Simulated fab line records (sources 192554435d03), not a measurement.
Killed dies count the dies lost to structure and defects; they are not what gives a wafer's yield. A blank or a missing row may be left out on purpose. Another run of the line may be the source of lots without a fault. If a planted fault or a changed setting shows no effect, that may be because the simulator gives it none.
Comparing a struck lot with a sound one || flow n5-finfet || 16 out of 1938 route steps
Sound: the wafers L663.1, L663.4, L663.5. Struck: wafer L653.6 (left out: L653.1, L653.2 of the same lot, which were not struck); the cause appears at the end.
Per side, at each step with rows, come the tool, then ch with its chambers, and then its first start. Under that, the readings that differ: sound wafers || struck wafers || difference of the means || sigmas: that difference in standard deviations of wafers without a fault.
alike: same words and numbers on both sides, and readings whose means sit less than 2 such deviations apart. not compared: any withheld reading, any reading some wafer has no value for, any bound like >300 that may hide the same value, and any number with overlapping values for which the record gives no deviation.
Wherever a step has rows on one side only, a row that says differs or no value, or a row with sigmas, the two part there. When numbers do not overlap yet have no deviation, they are printed without sigmas and do not part them. A reading missing from all wafers of one side parts the sides only when that side holds two or more wafers.

first, 4 steps without rows for these wafers: N5_BEOL_M7_HM_STRIP_39 (strips TiN in peroxide tin strip, target depth 25 nm, time 158 s); N5_BEOL_M7_SRD_40 (time 30 s); N5_BEOL_M7_PRECLEAN_42 (cleans in residue remover, time 60 s); N5_BEOL_M7_SRD_43 (time 30 s).
N5_BEOL_M7_CD_MEAS_35: the cd target is 40 nm.
  sound: cd-sem-01 at day 13 04:20; struck: cd-sem-02 at day 10 14:16
  alike: cd-nm
N5_BEOL_M7_CURE_75: cures SiCOH lowk, time 120 s.
  sound on uv-cure-03 ch 2, day 13 04:22; struck on uv-cure-01 ch 1, day 10 14:19
  alike: lamp-power-pct, wafer_temp_C_max
N5_BEOL_M7_DEGAS_44: time 60 s.
  sound: pvd-sputter-01 at day 13 05:06; struck: pvd-sputter-02 at day 10 14:53
  alike: heater-power-w
then, 1 step without rows for these wafers: N5_BEOL_M7_PRE_CLEAN_45 (time 30 s).
N5_BEOL_M7_ALD_77: deposits TaN, target thk 2 nm, pulse time 2 s, purge time 3 s.
  sound on ald-metal-02 ch 1,2,3, day 13 05:12; struck on ald-metal-04 ch 0, day 10 14:59
  alike: heater-power-w, mfc-carrier-sccm
  not compared: since-wet-clean-h
N5_BEOL_M7_SURFACE_TREAT_79:
  sound: pvd-sputter-03 at day 13 05:44; struck: pvd-sputter-02 at day 10 15:22
  alike: ar-flow-sccm
  not compared: throttle-valve-pct
then, 1 step without rows for these wafers: N5_BEOL_M7_CVD_78 (deposits Co from CCTBA/H2, target thk 2 nm, time 142.3 s).
N5_BEOL_M7_SPUTTER_48: material Cu, target thk 10 nm, time 1.667 s.
  sound: pvd-sputter-02 at day 13 06:24; struck: pvd-sputter-01 at day 10 15:41
  alike: cathode-dc-power-W, throttle-valve-pct
N5_BEOL_M7_ECD_50: material Cu, target thk 300 nm.
  sound on ecd-cu-01 ch 0,1, day 13 06:31; struck on ecd-cu-02 ch 1, day 10 15:47
{"reading": "model.Cu_of_BEOL_M7_ECD_50.thk-nm (nm)", "sound": "302 304.2 299", "struck": 84, "difference": -218, "sigmas": ""}
then, 1 step without rows for these wafers: N5_BEOL_M7_ANNEAL_51 (time 90 s).
N5_BEOL_M7_CMP_52: polishes, stops on SiCOH lowk, t overpolish 6.9 s, target thk 80 nm.
  sound on cmp-03 ch 0,2, day 13 07:30; struck on cmp-02 ch 0, day 10 16:46
{"reading": "motor-current-A (A)", "sound": "7.0 6.4 6.6", "struck": 5.0, "difference": -1.7, "sigmas": -3}
{"reading": "time-to-endpoint-s (s)", "sound": "64.0 62.7 60.1", "struck": 13.4, "difference": -48.9, "sigmas": -22}
  alike: clearing-platen-down-force-psi, head-pressure-psi
N5_BEOL_M7_THK_MEAS_53: measures by xrf.
  sound: film-metro-02 at day 13 07:47; struck: film-metro-02 at day 10 17:04
  alike: M7_THK

## WHERE THEY PART
N5_BEOL_M7_CMP_52 only, going by this record. Later steps at which nothing parts them and some readings are alike: N5_BEOL_M7_THK_MEAS_53.

WHY: the cause the simulator had injected
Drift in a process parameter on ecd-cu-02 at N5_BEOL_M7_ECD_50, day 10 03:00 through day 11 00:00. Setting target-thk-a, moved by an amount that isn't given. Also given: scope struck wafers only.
